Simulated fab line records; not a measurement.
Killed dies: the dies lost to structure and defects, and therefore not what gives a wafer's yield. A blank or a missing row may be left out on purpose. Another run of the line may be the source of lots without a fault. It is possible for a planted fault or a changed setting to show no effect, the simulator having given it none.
Chamber matching / flow nand-harc / 4 sister chambers for NHARC_A_SLIT_ETCH_24 on rie-diel-12
The step etches the open film in CF4/CHF3, target depth 121 nm, time 60.5 s. 8 wafers are shown with their chamber, then 7 later ones without.

EACH WAFER AND ITS CHAMBER
wafer=L315.1; chamber=3; drypump-motor-current-A (A)=6.2; rf-vpp-V (V)=369.7
wafer=L315.2; chamber=2; drypump-motor-current-A (A)=5.0; rf-vpp-V (V)=369.0
wafer=L315.3; chamber=1; drypump-motor-current-A (A)=6.5; rf-vpp-V (V)=372.4
wafer=L325.2; chamber=1; drypump-motor-current-A (A)=6.5; rf-vpp-V (V)=374.0
wafer=L325.3; chamber=0; drypump-motor-current-A (A)=6.0; rf-vpp-V (V)=373.1
wafer=L325.6; chamber=2; drypump-motor-current-A (A)=4.9; rf-vpp-V (V)=370.2
wafer=L326.2; chamber=3; drypump-motor-current-A (A)=6.2; rf-vpp-V (V)=370.5
wafer=L326.3; chamber=0; drypump-motor-current-A (A)=6.0; rf-vpp-V (V)=372.1

WAFERS MISSING THEIR CHAMBER
wafer=L326.5; drypump-motor-current-A (A)=6.5; rf-vpp-V (V)=373.9
wafer=L327.3; drypump-motor-current-A (A)=5.9; rf-vpp-V (V)=373.6
wafer=L327.5; drypump-motor-current-A (A)=5.0; rf-vpp-V (V)=369.9
wafer=L327.6; drypump-motor-current-A (A)=6.5; rf-vpp-V (V)=372.8
wafer=L328.2; drypump-motor-current-A (A)=6.5; rf-vpp-V (V)=372.7
wafer=L328.4; drypump-motor-current-A (A)=5.0; rf-vpp-V (V)=369.9
wafer=L328.5; drypump-motor-current-A (A)=5.0; rf-vpp-V (V)=369.9

CHAMBER TAKEN BY EACH
wafer=L326.5; from the rows above=1; in truth=1
wafer=L327.3; from the rows above=0; in truth=0
wafer=L327.5; from the rows above=2; in truth=2
wafer=L327.6; from the rows above=1; in truth=1
wafer=L328.2; from the rows above=1; in truth=1
wafer=L328.4; from the rows above=2; in truth=2
wafer=L328.5; from the rows above=2; in truth=2
Correct placement for 7 of the 7. From these rows, 0 cannot be placed. Wrongly placed: 0.
How it was worked out, from the rows above alone: a wafer's distance from a chamber is the root of the sum, over the readings, of the square of ((its reading less the chamber's mean) divided by the reading's scatter). If the next closest chamber is less than 2 further off than the closest, the wafer can't be placed; otherwise it belongs to the closest. Each chamber's mean is taken over the wafers shown for it. The scatter: the root of (the sum of the squares of (reading less its chamber's mean) over the shown wafers, divided by (wafers less chambers)).
